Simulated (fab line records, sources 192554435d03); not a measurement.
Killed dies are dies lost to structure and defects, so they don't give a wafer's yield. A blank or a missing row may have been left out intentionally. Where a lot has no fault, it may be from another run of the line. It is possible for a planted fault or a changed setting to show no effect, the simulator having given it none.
A lot that was struck, set against a sound lot ; flow n5-finfet ; 37 out of 1938 route steps
Sound: wafers L963.3, L963.4, L963.5. Wafers struck: L952.3, L952.4, L952.6. The cause is named last.
Each step with rows lists, per side, the tool, then ch with its chambers, then its first start. Under that, the readings that differ: sound wafers ; struck wafers ; difference of the means ; sigmas: that difference in standard deviations of wafers without a fault.
alike: readings whose means differ by less than 2 such deviations, and words and numbers that are the same on both sides. not compared: withheld readings, readings that some wafer has no value for, bounds like >300 that may hide the same value, and numbers for which the record gives no deviation and whose values overlap.
Wherever a step has rows on one side only, a row that says differs or no value, or a row with sigmas, the two part there. When numbers do not overlap yet have no deviation, they are printed without sigmas and do not part them. A reading missing from all wafers of one side parts the sides only when that side holds two or more wafers.

first, 9 steps without rows for these wafers: N5_BEOL_M4_ANNEAL_95 (time 240 s); N5_BEOL_M4_SPUTTER_96 (material Cu, target thk 4.5 nm, time 8.29 s); N5_BEOL_M4_ECD_50 (material Cu, target thk 300 nm); N5_BEOL_M4_ANNEAL_51 (time 90 s); N5_BEOL_M4_CMP_52 (polishes, stops on SiOC, t overpolish 6.8 s, target thk 40 nm); N5_BEOL_M4_PRE_CLEAN_60 (time 15 s); N5_BEOL_M4_CO_CAP_55 (material Co, precursor CCTBA/H2, target thk 2 nm, time 102.1 s); N5_BEOL_M4_PRE_CLEAN_56 (time 15 s); N5_BEOL_M4_DEP_57 (deposits SiCN from 3MS/NH3, target thk 8 nm, time 14 s).
N5_BEOL_M4_RC_MEAS_101:
  sound on prober-02 ch 0, day 14 00:53; struck on prober-02 ch 0, day 10 23:05
  alike: DIBL_N, DIBL_P, IOFF_N, IOFF_P, ION_N, ION_P, SS_N, SS_P, VT_N, VT_P
then, 24 steps without rows for these wafers: N5_BEOL_M5_ILD_DEP_00 (deposits SiCOH lowk from DEMS/porogen, target thk 140.64 nm, time 25.9 s); N5_BEOL_M5_CURE_79 (cures SiCOH lowk, time 240 s); N5_BEOL_M5_PECVD_70 (deposits SiO2 from TEOS/O2, target thk 16 nm, time 18 s); N5_BEOL_M5_HM_DEP_02 (deposits TiN, target thk 20 nm); N5_BEOL_M5_COAT_59 (time 60 s, resist thk 60 nm); N5_BEOL_M5_COAT_60 (time 60 s, resist thk 12 nm); N5_BEOL_M5_COAT_71 (time 60 s, resist thk 5 nm); N5_BEOL_M5_COAT_05 (resist thk 30 nm); N5_BEOL_M5_EBR_07; N5_BEOL_M5_SOFTBAKE_06 (time 60 s); N5_BEOL_M5_EXPOSE_08 (exposes mask M5, target cd 28 nm); N5_BEOL_M5_PEB_09 (peb time 60 s); N5_BEOL_M5_DEVELOP_10 (develop time 30 s); N5_BEOL_M5_DESCUM_16 (chemistry O2, time 7 s); N5_BEOL_M5_ETCH_72 (etches underlayer in N2/H2, target depth 6.5 nm, time 5.2 s); N5_BEOL_M5_ETCH_61 (etches SiARC in CF4, target depth 15.6 nm, time 26 s); N5_BEOL_M5_ETCH_62 (etches SOC in N2/H2, target depth 75 nm, overetch 15 nm, time 112.5 s); N5_BEOL_M5_STRIP_63 (strips in N2/H2); N5_BEOL_M5_STRIP_73 (strips in N2/H2); N5_BEOL_M5_STRIP_64 (strips in CF4); N5_BEOL_M5_HM_OPEN_17 (chemistry Cl2/BCl3, target TiN, target depth 20 nm, overetch 6 nm); N5_BEOL_M5_STRIP_19 (strips in O2); N5_BEOL_M5_COAT_65 (time 60 s, resist thk 60 nm); N5_BEOL_M5_COAT_66 (time 60 s, resist thk 12 nm).
-- here the record skips 2 days between the struck wafers' starts before and after, leaving off in module BEOL_M5 and picking up in module BEOL_M10 (first step shown: number 1529 of the route) --
N5_BEOL_M10_ANNEAL_51: time 90 s.
  sound on rtp-anneal-02 ch 0, day 16 17:40; struck on rtp-anneal-02, day 13 05:34
  no value came back on the struck wafers for anneal-temp-c (C), anneal-temp-c-max, wafer_temp_C_max; on the sound wafers anneal-temp-c (C) reads 225.01 224.65 224.99
N5_BEOL_M10_CMP_52: polishes, stops on SiCOH lowk, t overpolish 7 s, target thk 140 nm.
  sound on cmp-04 ch 0,3, day 16 17:52; struck on cmp-02 ch 1,3, day 13 05:50
reading;sound;struck;difference;sigmas
barrier-field-endpoint-s (s);28.3 29.5 28.9;34.5 33.7 33.3;+4.9;+7
time-to-endpoint-s (s);67.2 68.0 64.4;83.6 84.5 85.4;+18.0;+6
  alike: motor-current-A, overpolish-run-s
N5_PASSIVATION_PROBE_49:
  only the struck wafers here have rows in the record (prober-02, day 15 03:07); the sound ones have none

WHERE THEY PART
Last at N5_PASSIVATION_PROBE_49 as far as this record goes, first at N5_BEOL_M10_ANNEAL_51.

WHY: what had been put in by the simulator
Skipped step whole: rtp-anneal-02, from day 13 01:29 on, at N5_BEOL_M10_ANNEAL_51. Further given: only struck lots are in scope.
